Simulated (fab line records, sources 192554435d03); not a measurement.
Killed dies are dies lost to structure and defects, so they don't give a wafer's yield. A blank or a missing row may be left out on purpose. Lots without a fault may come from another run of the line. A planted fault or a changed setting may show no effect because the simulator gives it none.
Tool commonality check | flow n5_finfet | 14 lots, 41 wafers sampled

WHY IT WAS OPENED
At N5_SD_EPI_P_EPI_MEAS_23 the reading thk_nm is flagged on 2 of 14 lots. Wafers without a fault read 61.0 nm, standard deviation 1.2.
Rule: a lot is flagged when every wafer of it that has a number lies more than 4 standard deviations from that mean, or none has a number. The other lots count as sound.

lot  | measured    | on            | thk_nm (nm), wafer by wafer | flag
L210 | day 3 08:46 | film_metro-01 | 61.4 60.6 63.3              |
L211 | day 3 18:09 | film_metro-01 | 59.8 59.2 60.8              |
L212 | day 4 01:21 | film_metro-01 | 60.0 60.9 61.2              |
L215 | day 4 15:28 | film_metro-01 | 72.4 75.3 74.6              | FLAGGED
L217 | day 5 09:17 | film_metro-02 | 76.4 77.0 76.7              | FLAGGED
L224 | day 7 02:53 | film_metro-01 | 61.8 63.0 61.0              |
L225 | day 7 06:53 | film_metro-02 | 60.7 62.0 60.7              |
L227 | day 7 16:16 | film_metro-01 | 60.0 61.7 60.5              |
L228 | day 8 01:13 | film_metro-02 | 62.5 61.9 61.7              |
L229 | day 8 05:25 | film_metro-01 | 60.1 60.2 59.4              |
L230 | day 8 10:03 | film_metro-01 | 62.8 62.8 61.1              |
L231 | day 8 18:33 | film_metro-01 | 59.7 62.1 60.4              |
L232 | day 8 22:31 | film_metro-01 | 63.5 62.8 62.0              |
L233 | day 9 08:16 | film_metro-02 | 61.6 62.5                   |
The numbers of the flagged lots are 75.4 nm on average: +14.4 nm against the usual, or +12 standard deviations.

WHICH TOOL RAN EACH LOT
The record holds 4 process steps before the reading, out of a route of 1938 steps. In each cell: the tool, then ch and the chambers that the sampled wafers went through, then the start.
lot  | flag    | N5_SD_EPI_N_SD_RECESS_17        | N5_SD_EPI_P_ETCH_36               | N5_SD_EPI_P_ETCH_16               | N5_SD_EPI_P_EPI_21
L210 |         | rie_si-06 ch 0,2,3, day 3 00:22 | rie_diel-03 ch 0,1,3, day 3 04:25 | rie_diel-03 ch 0,1,3, day 3 04:59 | epi_rpcvd-02 ch 0, day 3 06:48
L211 |         | rie_si-06 ch 1,3, day 3 10:07   | rie_diel-06 ch 1,2, day 3 13:48   | rie_diel-06 ch 1,2, day 3 14:23   | epi_rpcvd-04 ch 0, day 3 15:14
L212 |         | rie_si-05 ch 0,1,3, day 3 17:26 | rie_diel-03 ch 0,1,3, day 3 21:50 | rie_diel-03 ch 0,1,3, day 3 22:25 | epi_rpcvd-03 ch 0, day 3 23:09
L215 | FLAGGED | rie_si-01 ch 0,3, day 4 06:34   | rie_diel-04 ch 0,1, day 4 11:06   | rie_diel-04 ch 0,1, day 4 11:41   | epi_rpcvd-02 ch 0, day 4 12:33
L217 | FLAGGED | rie_si-01 ch 2,3, day 5 00:14   | rie_diel-06 ch 2,3, day 5 04:55   | rie_diel-06 ch 2,3, day 5 05:29   | epi_rpcvd-02 ch 0, day 5 07:18
L224 |         | rie_si-06 ch 1,2,3, day 6 18:27 | rie_diel-06 ch 0,1,2, day 6 23:22 | rie_diel-06 ch 0,1,2, day 6 23:56 | epi_rpcvd-03 ch 0, day 7 00:40
L225 |         | rie_si-05 ch 1,2, day 6 22:07   | rie_diel-03 ch 0,2,3, day 7 02:32 | rie_diel-03 ch 0,2,3, day 7 03:07 | epi_rpcvd-04 ch 0, day 7 03:58
L227 |         | rie_si-06 ch 0,1,2, day 7 08:01 | rie_diel-03 ch 0,1,2, day 7 12:46 | rie_diel-03 ch 0,1,2, day 7 13:21 | epi_rpcvd-03 ch 0, day 7 14:05
L228 |         | rie_si-01 ch 0,1,3, day 7 14:34 | rie_diel-03 ch 0,1,3, day 7 19:44 | rie_diel-03 ch 0,1,3, day 7 20:19 | epi_rpcvd-04 ch 0, day 7 21:20
L229 |         | rie_si-01 ch 0,2,3, day 7 21:22 | rie_diel-04 ch 0,2,3, day 8 01:54 | rie_diel-04 ch 0,2,3, day 8 02:29 | epi_rpcvd-03 ch 0, day 8 03:13
L230 |         | rie_si-01 ch 0,1,3, day 8 01:55 | rie_diel-03 ch 0,3, day 8 05:42   | rie_diel-03 ch 0,3, day 8 06:17   | epi_rpcvd-04 ch 0, day 8 08:05
L231 |         | rie_si-06 ch 0,1,2, day 8 09:03 | rie_diel-03 ch 0,1, day 8 13:05   | rie_diel-03 ch 0,1, day 8 13:40   | epi_rpcvd-04 ch 0, day 8 15:19
L232 |         | rie_si-05 ch 0,1, day 8 14:50   | rie_diel-04 ch 2,3, day 8 19:01   | rie_diel-04 ch 2,3, day 8 19:35   | epi_rpcvd-02 ch 0, day 8 21:02
L233 |         | rie_si-06 ch 2, day 8 20:58     | rie_diel-06 ch 0,1, day 9 02:47   | rie_diel-06 ch 0,1, day 9 03:22   | epi_rpcvd-04 ch 0, day 9 05:01
What these steps do:
- N5_SD_EPI_N_SD_RECESS_17: chemistry HBr/Cl2/O2, target depth 41 nm, time 23.7 s, bt time 3 s.
- N5_SD_EPI_P_ETCH_36: etches SiARC in CF4, target depth 45.5 nm, time 75.8 s.
- N5_SD_EPI_P_ETCH_16: etches SiO2 in CHF3/O2, target depth 5 nm.
- N5_SD_EPI_P_EPI_21: deposits SiGe:B, time 355 s.
- N5_SD_EPI_P_EPI_MEAS_23

FLAGGED OVER TOTAL, TOOL BY TOOL (the gauges that took the reading come last)
step                     | tool          | lots run | flagged | share of the flagged lots | sound lots run after its first flagged lot
N5_SD_EPI_N_SD_RECESS_17 | rie_si-01     | 5        | 2       | all                       | 3 (L228,L229,L230)
N5_SD_EPI_N_SD_RECESS_17 | rie_si-05     | 3        | 0       | none                      | -
N5_SD_EPI_N_SD_RECESS_17 | rie_si-06     | 6        | 0       | none                      | -
N5_SD_EPI_P_ETCH_36      | rie_diel-03   | 7        | 0       | none                      | -
N5_SD_EPI_P_ETCH_36      | rie_diel-04   | 3        | 1       | some                      | 2 (L229,L232)
N5_SD_EPI_P_ETCH_36      | rie_diel-06   | 4        | 1       | some                      | 2 (L224,L233)
N5_SD_EPI_P_ETCH_16      | rie_diel-03   | 7        | 0       | none                      | -
N5_SD_EPI_P_ETCH_16      | rie_diel-04   | 3        | 1       | some                      | 2 (L229,L232)
N5_SD_EPI_P_ETCH_16      | rie_diel-06   | 4        | 1       | some                      | 2 (L224,L233)
N5_SD_EPI_P_EPI_21       | epi_rpcvd-02  | 4        | 2       | all                       | 1 (L232)
N5_SD_EPI_P_EPI_21       | epi_rpcvd-03  | 4        | 0       | none                      | -
N5_SD_EPI_P_EPI_21       | epi_rpcvd-04  | 6        | 0       | none                      | -
N5_SD_EPI_P_EPI_MEAS_23  | film_metro-01 | 10       | 1       | some                      | 6 (L224,L227,L229,L230,L231,L232)
N5_SD_EPI_P_EPI_MEAS_23  | film_metro-02 | 4        | 1       | some                      | 3 (L225,L228,L233)

WHAT THE TABLE ALLOWS
2 rows of the table ran every flagged lot: rie_si-01 at N5_SD_EPI_N_SD_RECESS_17, epi_rpcvd-02 at N5_SD_EPI_P_EPI_21.
- rie_si-01 at N5_SD_EPI_N_SD_RECESS_17: 2 of its 5 lots flagged. Sound lots ran on it after the first flagged one (L228, L229, L230), which a lasting fault on the whole tool wouldn't allow.
- epi_rpcvd-02 at N5_SD_EPI_P_EPI_21: 2 of its 4 lots flagged. Sound lots ran on it after the first flagged one (L232), which a lasting fault on the whole tool wouldn't allow.
No row of the table ran every flagged lot and no sound lot after the first.

WHAT THE SIMULATOR HAD PUT IN
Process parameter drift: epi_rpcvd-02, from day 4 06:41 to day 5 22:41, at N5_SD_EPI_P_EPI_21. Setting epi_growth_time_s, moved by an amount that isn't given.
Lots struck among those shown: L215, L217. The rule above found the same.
